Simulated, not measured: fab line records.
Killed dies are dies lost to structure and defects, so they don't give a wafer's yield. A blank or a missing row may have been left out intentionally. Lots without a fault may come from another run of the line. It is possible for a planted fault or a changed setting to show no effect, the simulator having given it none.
Which tool is to blame?	flow nand-harc	6 lots, 18 wafers sampled, at 5 steps of a route of 1159

== WHAT THE GAUGES SHOWED, per wafer ==
NHARC_END_SORT_01.
lot	measured	on	killed-at-array
L891	day 22 21:02	prober-02	85 96 98

== EACH LOT AND THE TOOL THAT RAN IT (in order: tool; ch and the chambers of the sampled wafers; start) ==
lot	NHARC_A_WL_FILL_ETCHBACK_17	NHARC_A_BONDPAD_ETCH_24	NHARC_A_BONDPAD_CMP_19	NHARC_THIN_TSV_DEP_43
L878	rie-metal-01 ch 0,1, day 15 15:43	rie-diel-03 ch 0,1, day 18 03:42 or earlier	cmp-01 ch 0,3, day 18 03:42	pecvd-04 ch 0,1, day 19 15:01
L881	rie-metal-02 ch 0,1, day 15 23:14	rie-diel-07 ch 1,2, day 18 11:58 or earlier	cmp-03 ch 0,3, day 18 11:58	pecvd-01 ch 0,1, day 19 19:03
L882	rie-metal-03 ch 1, day 16 15:38	rie-diel-03 ch 0,1,2, day 19 02:59 or earlier	cmp-03 ch 1,2,3, day 19 02:59	pecvd-04 ch 0,1, day 19 23:26
L884	rie-metal-01 ch 0,1, day 17 16:05	rie-diel-03 ch 0,2,3, day 20 02:00 or earlier	cmp-04 ch 0,1,3, day 20 02:00	pecvd-02 ch 0,2, day 20 11:17
L891	rie-metal-03 ch 0,1, day 19 10:53	rie-diel-03 ch 1,2, day 21 13:38 or earlier	cmp-03 ch 2,3, day 21 13:38	pecvd-01 ch 1,2, day 22 01:58
L898	rie-metal-02 ch 0,1, day 20 22:10	rie-diel-03 ch 0,3, day 23 20:49 or earlier	cmp-01 ch 0,1,3, day 23 20:49	pecvd-02 ch 0,2, day 24 10:20
- NHARC_A_WL_FILL_ETCHBACK_17: etches the open film in Cl2/BCl3, target depth 4 nm, time 26.7 s.
- NHARC_A_BONDPAD_ETCH_24: etches the open film in CF4/N2, target depth 30 nm, time 72.99 s.
- NHARC_A_BONDPAD_CMP_19: polishes, t overpolish 30 s, cu recess touch 16 s, target thk 169.8 nm.
- NHARC_THIN_TSV_DEP_43: deposits SiO2, target thk 1328.5 nm.

== THE ANSWER, worked out from the rows above alone ==
Rule: usual is defined by the lots themselves. The widest of any qualifying gaps counts: lots, ordered by their means at a reading, are off when they make up no more than a third of the lots, leave a main group of 4 or more, and stand apart from it by 3 or more times the standard deviation of that group's means. A main group is skipped when, at the precision printed for the reading in the tables above, its means are all equal. Also off: a lot with no number at a reading for which 4 or more lots have one. All remaining lots with rows at the step are treated as sound.
None of the lots is off at any reading shown; this tells nothing.

== WHAT WAS PUT IN BY THE SIMULATOR ==
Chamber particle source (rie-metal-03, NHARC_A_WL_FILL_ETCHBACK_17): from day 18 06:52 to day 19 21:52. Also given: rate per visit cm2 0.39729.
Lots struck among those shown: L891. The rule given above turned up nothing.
